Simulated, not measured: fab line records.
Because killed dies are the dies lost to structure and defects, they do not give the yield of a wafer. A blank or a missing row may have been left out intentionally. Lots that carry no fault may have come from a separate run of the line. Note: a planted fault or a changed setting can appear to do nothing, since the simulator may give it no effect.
Check for tools in common :: flow nandHarc :: Lots sampled 2, wafers sampled 6

## WHY IT WAS OPENED
On 2 of the 2 lots, a flag is raised at NHARC_END_SORT_01 on the reading killedAtArray. Wafers without a fault read 26, standard deviation 9.7.
Rule: a lot is flagged in two cases, either no wafer of it has a number, or all its wafers with numbers fall more than 4 standard deviations from that mean. All remaining lots are regarded as sound.

lot: L840
measured: day 22 12:08
on: prober-02
killedAtArray, wafer by wafer: 126 122 112
flag: FLAGGED

lot: L841
measured: day 23 21:55
on: prober-01
killedAtArray, wafer by wafer: 113 120 113
flag: FLAGGED
The numbers of the flagged lots are 118 on average: +92 against the usual, or +9 standard deviations.

## WHICH TOOL RAN EACH LOT
The record holds 3 process steps before the reading, out of a route of 1159 steps. Each cell gives the tool, then ch followed by the chambers the sampled wafers passed through, then the start.
lot: L840
flag: FLAGGED
NHARC_A_CONTACT_ETCH_119: harCapEtch-03 ch 0,1, day 19 20:55
NHARC_THIN_TSV_PRE_CLEAN_54: pvdSputter-02, day 22 00:05
NHARC_THIN_TSV_ETCH_36: rieMetal-01 ch 0,1, day 22 01:38

lot: L841
flag: FLAGGED
NHARC_A_CONTACT_ETCH_119: harCapEtch-03 ch 0,1, day 20 08:38
NHARC_THIN_TSV_PRE_CLEAN_54: pvdSputter-02, day 23 02:23
NHARC_THIN_TSV_ETCH_36: rieMetal-02 ch 0,1, day 23 03:59
These steps, and what they do:
- NHARC_A_CONTACT_ETCH_119: etches the open film in C4F8/O2/Ar, time 94 s, target depth 922 nm.
- NHARC_THIN_TSV_PRE_CLEAN_54: time 30 s.
- NHARC_THIN_TSV_ETCH_36: etches the open film in Cl2/BCl3, target depth 65 nm, time 18.571 s.
- NHARC_END_SORT_01

## FLAGGED AGAINST TOTAL, ONE TOOL AT A TIME (gauges that did the reading follow at the end)
step: NHARC_A_CONTACT_ETCH_119
tool: harCapEtch-03
lots run: 2
flagged: 2
share of the flagged lots: all
sound lots run after its first flagged lot: 0

step: NHARC_THIN_TSV_PRE_CLEAN_54
tool: pvdSputter-02
lots run: 2
flagged: 2
share of the flagged lots: all
sound lots run after its first flagged lot: 0

step: NHARC_THIN_TSV_ETCH_36
tool: rieMetal-01
lots run: 1
flagged: 1
share of the flagged lots: some
sound lots run after its first flagged lot: 0

step: NHARC_THIN_TSV_ETCH_36
tool: rieMetal-02
lots run: 1
flagged: 1
share of the flagged lots: some
sound lots run after its first flagged lot: 0

step: NHARC_END_SORT_01
tool: prober-01
lots run: 1
flagged: 1
share of the flagged lots: some
sound lots run after its first flagged lot: 0

step: NHARC_END_SORT_01
tool: prober-02
lots run: 1
flagged: 1
share of the flagged lots: some
sound lots run after its first flagged lot: 0

## WHAT IS ALLOWED BY THE TABLE
Rows of the table that ran all the flagged lots, 2 in number: harCapEtch-03 at NHARC_A_CONTACT_ETCH_119; pvdSputter-02 at NHARC_THIN_TSV_PRE_CLEAN_54.
- harCapEtch-03 at NHARC_A_CONTACT_ETCH_119: 2 of its 2 lots flagged. With no sound lot run before its first flagged lot in this sample, there is nothing to narrow down the start.
- pvdSputter-02 at NHARC_THIN_TSV_PRE_CLEAN_54: 2 of its 2 lots flagged. With no sound lot run before its first flagged lot in this sample, there is nothing to narrow down the start.
A lot count leaves these 2 tools indistinguishable: every one of them fits a fault beginning at some hour. More lots, or a look at what each step does to the wafer, might.

## WHAT THE SIMULATOR HAD INSERTED
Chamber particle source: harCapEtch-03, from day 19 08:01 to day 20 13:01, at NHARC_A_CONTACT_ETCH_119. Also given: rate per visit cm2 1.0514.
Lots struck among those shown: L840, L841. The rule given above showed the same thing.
